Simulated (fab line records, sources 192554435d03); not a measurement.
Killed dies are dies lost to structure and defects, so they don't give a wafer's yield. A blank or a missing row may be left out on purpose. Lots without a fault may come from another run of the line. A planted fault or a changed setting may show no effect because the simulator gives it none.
Chamber matching | flow n5_finfet | N5_MOL_CONTACT_COAG_ALD_131 on ald_sin-04: 4 sister chambers
The step deposits SiO2, target thk 5 nm, pulse time 1 s, co reactant pulse time 1 s. 4 wafers are shown with their chamber, then 11 later ones without.

WAFERS WITH THEIR CHAMBER
wafer  | chamber | heater_power_w (W)
L080.4 | 0       | 76
L082.4 | 2       | 77
L082.6 | 1       | 87
L090.2 | 3       | 78

WAFERS WITHOUT THEIR CHAMBER
wafer  | heater_power_w (W)
L090.3 | 76
L090.4 | 73
L091.1 | 74
L091.5 | 78
L091.6 | 74
L092.1 | 77
L092.3 | 80
L092.6 | 78
L093.1 | 75
L093.3 | 75
L093.5 | 75

WHICH CHAMBER EACH WENT THROUGH
wafer  | from the rows above          | in truth
L090.3 | can't be placed: 0 or 2 or 3 | 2
L090.4 | can't be placed: 0 or 2 or 3 | 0
L091.1 | can't be placed: 0 or 2 or 3 | 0
L091.5 | can't be placed: 3 or 2 or 0 | 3
L091.6 | can't be placed: 0 or 2 or 3 | 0
L092.1 | can't be placed: 2 or 0 or 3 | 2
L092.3 | can't be placed: 3 or 2 or 0 | 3
L092.6 | can't be placed: 3 or 2 or 0 | 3
L093.1 | can't be placed: 0 or 2 or 3 | 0
L093.3 | can't be placed: 0 or 2 or 3 | 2
L093.5 | can't be placed: 0 or 2 or 3 | 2
Placed correctly: 0 of 11. Can't be placed from these rows: 11 (the true chamber is among the candidates in 11). Placed wrongly: 0.
How it was worked out, from the rows above alone: a wafer's distance from a chamber is the root of the sum, over the readings, of the square of ((its reading less the chamber's mean) divided by the reading's scatter). The wafer belongs to the nearest chamber; if the next one is less than 2 further off, it can't be placed. A chamber's mean is the mean of its shown wafers. The scatter: with one shown wafer a chamber, the root of the mean of the squares of how far each hidden wafer lies from its nearest shown one.
